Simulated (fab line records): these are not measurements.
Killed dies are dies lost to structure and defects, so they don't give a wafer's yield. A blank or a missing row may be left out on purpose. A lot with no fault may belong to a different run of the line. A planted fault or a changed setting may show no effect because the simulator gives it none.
fab line records / flow n5Finfet / part 2 of 2: steps 41 to 41 of 41
record lots=5 wafers=15 lastDay=19
route steps=1938 shown BEOL_M4@1099 BEOL_M5@1112 BEOL_M11@1556 PASSIVATION@1936
lots that met no fault: from a run of the same line without faults
startH: hours from the record's opening day to when the first of the lot's shown wafers began / waitH: hours from the lot's prior step to this one / " as in the row above / L1.1+2: several wafers, shown together as one row / - no value, or no start given / * or withheld: withheld / < > ~ a bound
route shown NAME@n: names a module that has steps shown in the file, with the first one's number in the route / usual: mean and standard deviation over wafers with no fault / same: alike in all rows / chamber/n: place in a boat / sites: readings site by site / _std_site: standard deviation of those values / _edge_site: outer sites' mean less inner sites' / radiusMm: how far each site lies from the wafer's centre / mask NAME#n: copy n / behind: the tool/chamber that last shaped the wafer / hold: what put the lot on hold/how long, in hours/how the hold closed / device: transistor that didn't switch, given as n, p or np / end of line: the same wafers' tests at the end of the route / where a step has no rows: the recipe by itself / killed: count of dies lost to structure and defects at first sort (not the wafer's yield) / map: dies across one wafer; x = killed, . = not, _ = none there
set.NAME: setting as actually run; set.NAME@STEP: the setting as run at that earlier step / model.NAME: the simulator's own value behind a step, which no gauge read
a table for each step, a row for each wafer; lots at some steps of the route
services: a tool's chamber out of use, with start hour (startH, from the record's first day; less than 0 if before it), hours out, and reason
## steps
# step N5_PASSIVATION_PROBE_49
# usual defectLimitedYield=91.6/1.4 killed_at_M0_to_M3=35/10 killed_at_M4_up=13/4.8 killedAtContacts=12/7.2 killedAtFrontEnd=36/12 killedAtOther=4/3.1 killedDies=100/17 killedOnRim=13/4.2 killedOpen=66/13 killedShort=32/7.3 sort_bin_5_function=5.0/0.94 sort_bin_6_memory=3.1/0.67 sort_bin_8_speed=0.01/0.047 sortNPass=1080/17 sortYieldPct=91.6/1.4
# same grossDies=1180 killedAtBackSide=0 sort_bin_4_leakage[%]=0
lot.wafer=L193.1 tool=prober-01 chamber=- startH=389.01 waitH=0.0 defectLimitedYield[%]=0 killed_at_M0_to_M3=30 killed_at_M4_up=1086 killedAtContacts=13 killedAtFrontEnd=47 killedAtOther=4 killedDies=1180 killedOnRim=152 killedOpen=75 killedShort=34 sort_bin_5_function[%]=95.8 sort_bin_6_memory[%]=3.5 sort_bin_8_speed[%]=0 sortNPass=0 sortYieldPct[%]=0
lot.wafer=L193.2 tool=prober-01 chamber=- startH=389.06 waitH=0.1 defectLimitedYield[%]=0 killed_at_M0_to_M3=31 killed_at_M4_up=1093 killedAtContacts=9 killedAtFrontEnd=43 killedAtOther=4 killedDies=1180 killedOnRim=152 killedOpen=70 killedShort=28 sort_bin_5_function[%]=96.3 sort_bin_6_memory[%]=3.4 sort_bin_8_speed[%]=0 sortNPass=0 sortYieldPct[%]=0
lot.wafer=L193.3 tool=prober-01 chamber=- startH=389.11 waitH=0.1 defectLimitedYield[%]=0 killed_at_M0_to_M3=35 killed_at_M4_up=1083 killedAtContacts=15 killedAtFrontEnd=43 killedAtOther=4 killedDies=1180 killedOnRim=152 killedOpen=74 killedShort=37 sort_bin_5_function[%]=96.3 sort_bin_6_memory[%]=3.4 sort_bin_8_speed[%]=0 sortNPass=0 sortYieldPct[%]=0
lot.wafer=L190.2 tool=prober-01 chamber=- startH=389.65 waitH=0.1 defectLimitedYield[%]=0 killed_at_M0_to_M3=26 killed_at_M4_up=1089 killedAtContacts=9 killedAtFrontEnd=52 killedAtOther=4 killedDies=1180 killedOnRim=152 killedOpen=56 killedShort=51 sort_bin_5_function[%]=96.2 sort_bin_6_memory[%]=3.4 sort_bin_8_speed[%]=0 sortNPass=0 sortYieldPct[%]=0
lot.wafer=L190.3 tool=prober-01 chamber=- startH=389.70 waitH=0.1 defectLimitedYield[%]=0 killed_at_M0_to_M3=43 killed_at_M4_up=1088 killedAtContacts=10 killedAtFrontEnd=36 killedAtOther=3 killedDies=1180 killedOnRim=152 killedOpen=71 killedShort=32 sort_bin_5_function[%]=97.0 sort_bin_6_memory[%]=2.7 sort_bin_8_speed[%]=0 sortNPass=0 sortYieldPct[%]=0
lot.wafer=L190.6 tool=prober-01 chamber=- startH=389.85 waitH=0.3 defectLimitedYield[%]=0 killed_at_M0_to_M3=23 killed_at_M4_up=1112 killedAtContacts=14 killedAtFrontEnd=31 killedAtOther=0 killedDies=1180 killedOnRim=152 killedOpen=53 killedShort=30 sort_bin_5_function[%]=96.9 sort_bin_6_memory[%]=3.0 sort_bin_8_speed[%]=0 sortNPass=0 sortYieldPct[%]=0
lot.wafer=L194.1 tool=prober-02 chamber=- startH=407.17 waitH=0.0 defectLimitedYield[%]=0 killed_at_M0_to_M3=39 killed_at_M4_up=1105 killedAtContacts=6 killedAtFrontEnd=28 killedAtOther=2 killedDies=1180 killedOnRim=152 killedOpen=72 killedShort=19 sort_bin_5_function[%]=96.9 sort_bin_6_memory[%]=2.9 sort_bin_8_speed[%]=0 sortNPass=0 sortYieldPct[%]=0
lot.wafer=L194.5 tool=prober-02 chamber=- startH=407.37 waitH=0.2 defectLimitedYield[%]=0 killed_at_M0_to_M3=49 killed_at_M4_up=1081 killedAtContacts=11 killedAtFrontEnd=37 killedAtOther=2 killedDies=1180 killedOnRim=152 killedOpen=77 killedShort=36 sort_bin_5_function[%]=96.4 sort_bin_6_memory[%]=3.1 sort_bin_8_speed[%]=0 sortNPass=0 sortYieldPct[%]=0
lot.wafer=L194.6 tool=prober-02 chamber=- startH=407.42 waitH=0.3 defectLimitedYield[%]=0 killed_at_M0_to_M3=30 killed_at_M4_up=1127 killedAtContacts=5 killedAtFrontEnd=18 killedAtOther=0 killedDies=1180 killedOnRim=152 killedOpen=52 killedShort=22 sort_bin_5_function[%]=98.0 sort_bin_6_memory[%]=1.9 sort_bin_8_speed[%]=0 sortNPass=0 sortYieldPct[%]=0
lot.wafer=L202.1 tool=prober-01 chamber=- startH=446.15 waitH=0.0 defectLimitedYield[%]=88.9 killed_at_M0_to_M3=76 killed_at_M4_up=16 killedAtContacts=9 killedAtFrontEnd=25 killedAtOther=5 killedDies=131 killedOnRim=10 killedOpen=100 killedShort=31 sort_bin_5_function[%]=6.9 sort_bin_6_memory[%]=4.1 sort_bin_8_speed[%]=0 sortNPass=1049 sortYieldPct[%]=88.9
lot.wafer=L202.4 tool=prober-01 chamber=- startH=446.30 waitH=0.2 defectLimitedYield[%]=92.1 killed_at_M0_to_M3=31 killed_at_M4_up=14 killedAtContacts=2 killedAtFrontEnd=41 killedAtOther=5 killedDies=93 killedOnRim=13 killedOpen=60 killedShort=32 sort_bin_5_function[%]=4.9 sort_bin_6_memory[%]=2.7 sort_bin_8_speed[%]=0 sortNPass=1087 sortYieldPct[%]=92.1
lot.wafer=L202.5 tool=prober-01 chamber=- startH=446.35 waitH=0.2 defectLimitedYield[%]=89.6 killed_at_M0_to_M3=34 killed_at_M4_up=21 killedAtContacts=10 killedAtFrontEnd=53 killedAtOther=5 killedDies=123 killedOnRim=15 killedOpen=83 killedShort=39 sort_bin_5_function[%]=6.3 sort_bin_6_memory[%]=4.0 sort_bin_8_speed[%]=0 sortNPass=1057 sortYieldPct[%]=89.6
# killed by level:class
L193.1 BEOL_M11:areaEtch=1070 MOL_CONTACT_COAG:geometricParticle:open=12 FIN_SAQP:geometricParticle:open=10 BEOL_M1:geometricParticle:open=10 FIN_SAQP:geometricParticle:short=6 STI_FIN_REVEAL:geometricParticle:open=6 STARTING-WAFER:geometricParticle:short=6 BEOL_M0_SAQP:geometricParticle:open=6
L193.2 BEOL_M11:areaEtch=1082 BEOL_M1:geometricParticle:open=11 STI_FIN_REVEAL:geometricParticle:open=9 FIN_SAQP:geometricParticle:short=6 FIN_SAQP:geometricParticle:open=6 BEOL_M2:geometricParticle:open=6 STARTING-WAFER:geometricParticle:open=6 MOL_CONTACT_COAG:geometricParticle:open=5
L193.3 BEOL_M11:areaEtch=1067 FIN_SAQP:geometricParticle:open=13 MOL_CONTACT_COAG:geometricParticle:open=10 FIN_SAQP:geometricParticle:short=8 BEOL_M1:geometricParticle:open=7 BEOL_M2:geometricParticle:open=7 STI_FIN_REVEAL:geometricParticle:open=6 BEOL_M0_SAQP:geometricParticle:short=6
L190.2 BEOL_M11:areaEtch=1073 FIN_SAQP:geometricParticle:short=28 FIN_SAQP:geometricParticle:open=11 BEOL_M0_SAQP:geometricParticle:short=9 MOL_CONTACT_COAG:geometricParticle:open=8 BEOL_M4:geometricParticle:open=7 STI_FIN_REVEAL:geometricParticle:open=6 BEOL_M1:geometricParticle:open=6
L190.3 BEOL_M11:areaEtch=1077 MOL_CONTACT_COAG:geometricParticle:open=10 BEOL_M0_SAQP:geometricParticle:short=10 BEOL_M0_SAQP:geometricParticle:open=7 BEOL_M2:geometricParticle:open=7 DUMMY_GATE:geometricParticle:open=6 BEOL_M5:geometricParticle:open=6 STARTING-WAFER:geometricParticle:open=6
L190.6 BEOL_M11:areaEtch=1097 MOL_CONTACT_COAG:geometricParticle:open=9 BEOL_M4:geometricParticle:open=7 BEOL_M0_SAQP:geometricParticle:open=6 BEOL_M0_SAQP:geometricParticle:short=6 STARTING-WAFER:geometricParticle:open=6 FIN_SAQP:geometricParticle:short=5 STI_FIN_REVEAL:geometricParticle:open=5
L194.1 BEOL_M11:areaEtch=1087 BEOL_M4:geometricParticle:open=12 BEOL_M0_SAQP:geometricParticle:open=9 BEOL_M3:geometricParticle:open=9 BEOL_M1:geometricParticle:open=7 BEOL_M0_SAQP:geometricParticle:short=6 BEOL_M2:geometricParticle:open=6 STI_FIN_REVEAL:geometricParticle:open=5
L194.5 BEOL_M11:areaEtch=1067 BEOL_M0_SAQP:geometricParticle:short=14 BEOL_M0_SAQP:geometricParticle:open=12 BEOL_M2:geometricParticle:open=12 FIN_SAQP:geometricParticle:open=10 STI_FIN_REVEAL:geometricParticle:open=7 MOL_CONTACT_COAG:geometricParticle:open=7 BEOL_M4:geometricParticle:open=6
L194.6 BEOL_M11:areaEtch=1105 BEOL_M4:geometricParticle:open=10 BEOL_M0_SAQP:geometricParticle:short=9 BEOL_M0_SAQP:geometricParticle:open=9 BEOL_M2:geometricParticle:open=6 MOL_CONTACT_COAG:geometricParticle:open=5 BEOL_M6:geometricParticle:open=4 GATE_CUT:geometricParticle:open=3
L202.1 BEOL_M1:geometricParticle:open=33 BEOL_M0_SAQP:geometricParticle:short=10 BEOL_M3:geometricParticle:open=10 BEOL_M0_SAQP:geometricParticle:open=9 MOL_CONTACT_COAG:geometricParticle:open=7 BEOL_M4:geometricParticle:open=7 FIN_SAQP:geometricParticle:open=6 FIN_SAQP:geometricParticle:short=5
L202.4 FIN_SAQP:geometricParticle:short=9 BEOL_M1:geometricParticle:open=9 STI_FIN_REVEAL:geometricParticle:open=8 BEOL_M0_SAQP:geometricParticle:short=5 BEOL_M2:geometricParticle:open=5 BEOL_M4:geometricParticle:open=5 DUMMY_GATE:geometricParticle:open=4 GATE_CUT:geometricParticle:open=4
L202.5 BEOL_M4:geometricParticle:open=14 BEOL_M1:geometricParticle:open=11 FIN_SAQP:geometricParticle:short=10 STI_FIN_REVEAL:geometricParticle:open=10 MOL_CONTACT_COAG:geometricParticle:open=8 FIN_SAQP:geometricParticle:open=7 BEOL_M2:geometricParticle:open=6 STI_FIN_REVEAL:geometricParticle:short=5
# map L190.2 (x killed, . not)
_________________xxxxxxxxxxxx________________
______________xxxxxxxxxxxxxxxxxx_____________
___________xxxxxxxxxxxxxxxxxxxxxxxx__________
__________xxxxxxxxxxxxxxxxxxxxxxxxxx_________
________xxxxxxxxxxxxxxxxxxxxxxxxxxxxxx_______
_______xxxxxxxxxxxxxxxxxxxxxxxxxxxxxxxx______
______xxxxxxxxxxxxxxxxxxxxxxxxxxxxxxxxxx_____
_____xxxxxxxxxxxxxxxxxxxxxxxxxxxxxxxxxxxx____
____xxxxxxxxxxxxxxxxxxxxxxxxxxxxxxxxxxxxxx___
___xxxxxxxxxxxxxxxxxxxxxxxxxxxxxxxxxxxxxxxx__
___xxxxxxxxxxxxxxxxxxxxxxxxxxxxxxxxxxxxxxxx__
__xxxxxxxxxxxxxxxxxxxxxxxxxxxxxxxxxxxxxxxxxx_
__xxxxxxxxxxxxxxxxxxxxxxxxxxxxxxxxxxxxxxxxxx_
_xxxxxxxxxxxxxxxxxxxxxxxxxxxxxxxxxxxxxxxxxxxx
_xxxxxxxxxxxxxxxxxxxxxxxxxxxxxxxxxxxxxxxxxxxx
_xxxxxxxxxxxxxxxxxxxxxxxxxxxxxxxxxxxxxxxxxxxx
_xxxxxxxxxxxxxxxxxxxxxxxxxxxxxxxxxxxxxxxxxxxx
_xxxxxxxxxxxxxxxxxxxxxxxxxxxxxxxxxxxxxxxxxxxx
_xxxxxxxxxxxxxxxxxxxxxxxxxxxxxxxxxxxxxxxxxxxx
_xxxxxxxxxxxxxxxxxxxxxxxxxxxxxxxxxxxxxxxxxxxx
_xxxxxxxxxxxxxxxxxxxxxxxxxxxxxxxxxxxxxxxxxxxx
__xxxxxxxxxxxxxxxxxxxxxxxxxxxxxxxxxxxxxxxxxx_
__xxxxxxxxxxxxxxxxxxxxxxxxxxxxxxxxxxxxxxxxxx_
___xxxxxxxxxxxxxxxxxxxxxxxxxxxxxxxxxxxxxxxx__
___xxxxxxxxxxxxxxxxxxxxxxxxxxxxxxxxxxxxxxxx__
____xxxxxxxxxxxxxxxxxxxxxxxxxxxxxxxxxxxxxx___
_____xxxxxxxxxxxxxxxxxxxxxxxxxxxxxxxxxxxx____
______xxxxxxxxxxxxxxxxxxxxxxxxxxxxxxxxxx_____
_______xxxxxxxxxxxxxxxxxxxxxxxxxxxxxxxx______
________xxxxxxxxxxxxxxxxxxxxxxxxxxxxxx_______
__________xxxxxxxxxxxxxxxxxxxxxxxxxx_________
___________xxxxxxxxxxxxxxxxxxxxxxxx__________
______________xxxxxxxxxxxxxxxxxx_____________
_________________xxxxxxxxxxxx________________
# map L193.1 (x killed, . not)
_________________xxxxxxxxxxxx________________
______________xxxxxxxxxxxxxxxxxx_____________
___________xxxxxxxxxxxxxxxxxxxxxxxx__________
__________xxxxxxxxxxxxxxxxxxxxxxxxxx_________
________xxxxxxxxxxxxxxxxxxxxxxxxxxxxxx_______
_______xxxxxxxxxxxxxxxxxxxxxxxxxxxxxxxx______
______xxxxxxxxxxxxxxxxxxxxxxxxxxxxxxxxxx_____
_____xxxxxxxxxxxxxxxxxxxxxxxxxxxxxxxxxxxx____
____xxxxxxxxxxxxxxxxxxxxxxxxxxxxxxxxxxxxxx___
___xxxxxxxxxxxxxxxxxxxxxxxxxxxxxxxxxxxxxxxx__
___xxxxxxxxxxxxxxxxxxxxxxxxxxxxxxxxxxxxxxxx__
__xxxxxxxxxxxxxxxxxxxxxxxxxxxxxxxxxxxxxxxxxx_
__xxxxxxxxxxxxxxxxxxxxxxxxxxxxxxxxxxxxxxxxxx_
_xxxxxxxxxxxxxxxxxxxxxxxxxxxxxxxxxxxxxxxxxxxx
_xxxxxxxxxxxxxxxxxxxxxxxxxxxxxxxxxxxxxxxxxxxx
_xxxxxxxxxxxxxxxxxxxxxxxxxxxxxxxxxxxxxxxxxxxx
_xxxxxxxxxxxxxxxxxxxxxxxxxxxxxxxxxxxxxxxxxxxx
_xxxxxxxxxxxxxxxxxxxxxxxxxxxxxxxxxxxxxxxxxxxx
_xxxxxxxxxxxxxxxxxxxxxxxxxxxxxxxxxxxxxxxxxxxx
_xxxxxxxxxxxxxxxxxxxxxxxxxxxxxxxxxxxxxxxxxxxx
_xxxxxxxxxxxxxxxxxxxxxxxxxxxxxxxxxxxxxxxxxxxx
__xxxxxxxxxxxxxxxxxxxxxxxxxxxxxxxxxxxxxxxxxx_
__xxxxxxxxxxxxxxxxxxxxxxxxxxxxxxxxxxxxxxxxxx_
___xxxxxxxxxxxxxxxxxxxxxxxxxxxxxxxxxxxxxxxx__
___xxxxxxxxxxxxxxxxxxxxxxxxxxxxxxxxxxxxxxxx__
____xxxxxxxxxxxxxxxxxxxxxxxxxxxxxxxxxxxxxx___
_____xxxxxxxxxxxxxxxxxxxxxxxxxxxxxxxxxxxx____
______xxxxxxxxxxxxxxxxxxxxxxxxxxxxxxxxxx_____
_______xxxxxxxxxxxxxxxxxxxxxxxxxxxxxxxx______
________xxxxxxxxxxxxxxxxxxxxxxxxxxxxxx_______
__________xxxxxxxxxxxxxxxxxxxxxxxxxx_________
___________xxxxxxxxxxxxxxxxxxxxxxxx__________
______________xxxxxxxxxxxxxxxxxx_____________
_________________xxxxxxxxxxxx________________
## services
tool=rieDiel-03 chamber=- startH=281.46 hours=14.6 kind=pm
tool=rieDiel-03 chamber=0 startH=348.81 hours=7.2 kind=repair
tool=rieDiel-01 chamber=1 startH=381.93 hours=- kind=clean
tool=rieDiel-01 chamber=1 startH=381.93 hours=- kind=consumableReplace:focusRing
tool=rieDiel-01 chamber=1 startH=381.93 hours=- kind=consumableReplace:showerhead
tool=rieDiel-01 chamber=1 startH=381.93 hours=34.8 kind=scheduledDown
tool=rieDiel-01 chamber=1 startH=381.93 hours=34.8 kind=ventCycle
tool=rieDiel-06 chamber=3 startH=390.17 hours=4.9 kind=repair
## key
firstSign step=N5_BEOL_M11_STRIP_67 reading=toolRecord direction=missing
effect step=N5_BEOL_M11_ETCH_66 reading=oesProductAu direction=up sigmas=2.9 usual=0.63 struck=0.78
effect step=N5_BEOL_M11_VIA_ETCH_34 reading=oesProductAu direction=down sigmas=7.2 usual=0.78 struck=0.29
effect step=N5_BEOL_M11_OCD_MEAS_38 reading=trenchDepthNm direction=missing
effect step=N5_PASSIVATION_PROBE_49 reading=killed_at_M4_up direction=up sigmas=99+ usual=13 struck=1096
modelEffect step=N5_BEOL_M11_STRIP_67 value=SiARC_of_BEOL_M11_COAT_60.thkNm without=0 struck=23.6
modelEffect step=N5_BEOL_M11_STRIP_19 value=SOC_of_BEOL_M11_COAT_59.thkNm without=0 struck=91.91
modelEffect step=N5_BEOL_M11_ETCH_66 value=etch.depthNm without=100 struck=144.1
modelEffect step=N5_BEOL_M11_ETCH_41 value=SiARC_of_BEOL_M11_COAT_60.thkNm without=0 struck=11.27
moreKillsBornAt N5_BEOL_M11_ETCH_66@rieDiel-03=6478 N5_BEOL_M11_ETCH_66@rieDiel-06=3247
metAt N5_BEOL_M11_STRIP_67
struckWafers L190.2,L190.3,L190.6,L193.1,L193.2,L193.3,L194.1,L194.5,L194.6
laterRowsLeftOut L190.2,L190.3,L190.6,L193.1,L193.2,L193.3,L194.1,L194.5,L194.6
onsetBetween 284.24 325.95
fault kind=skippedStepWhole tool=rieDiel-06 chamber=- onsetH=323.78 steps=N5_BEOL_M11_STRIP_67 scope=struckLotsOnly
# laterRowsLeftOut: the simulator's readings of these wafers behind a module that went badly wrong aren't trusted and aren't shown, but for the sort
